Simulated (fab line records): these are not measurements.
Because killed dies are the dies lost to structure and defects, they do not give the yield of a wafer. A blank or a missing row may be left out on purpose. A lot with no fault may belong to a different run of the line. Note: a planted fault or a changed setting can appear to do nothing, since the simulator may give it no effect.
Matching of chambers | flow n5_finfet | N5_GATE_CUT_ETCH_36 on rie_diel-03 has 4 sister chambers
The step etches SiARC in CF4, target depth 13 nm, time 21.7 s. 4 wafers are shown with their chamber, then 8 later ones without.

## EACH WAFER AND ITS CHAMBER
wafer  | chamber | showerhead_plenum_p_Torr (Torr)
L074.5 | 0       | 2.11
L086.1 | 3       | 2.13
L086.5 | 2       | 2.26
L088.2 | 1       | 2.26

## WAFERS WITH NO CHAMBER GIVEN
wafer  | showerhead_plenum_p_Torr (Torr)
L088.3 | 2.11
L088.6 | 2.26
L089.1 | 2.25
L089.2 | 2.26
L089.5 | 2.13
L093.1 | 2.10
L093.3 | 2.25
L093.4 | 2.10

## EACH ONE'S CHAMBER
wafer  | from the rows above     | in truth
L088.3 | 0                       | 0
L088.6 | can't be placed: 1 or 2 | 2
L089.1 | can't be placed: 1 or 2 | 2
L089.2 | can't be placed: 1 or 2 | 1
L089.5 | 3                       | 3
L093.1 | 0                       | 0
L093.3 | can't be placed: 1 or 2 | 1
L093.4 | 0                       | 0
4 of 8 placed correctly. From these rows, 4 cannot be placed; in 4 the true chamber is one of the candidates. Placed wrongly: 0.
How it was worked out, from the rows above alone: a wafer's distance from a chamber is the root of the sum, over the readings, of the square of ((its reading less the chamber's mean) divided by the reading's scatter). The wafer belongs to the nearest chamber; if the next one is less than 2 further off, it can't be placed. The mean given for a chamber averages the wafers shown for that chamber. The scatter: with one shown wafer a chamber, the root of the mean of the squares of how far each hidden wafer lies from its nearest shown one.
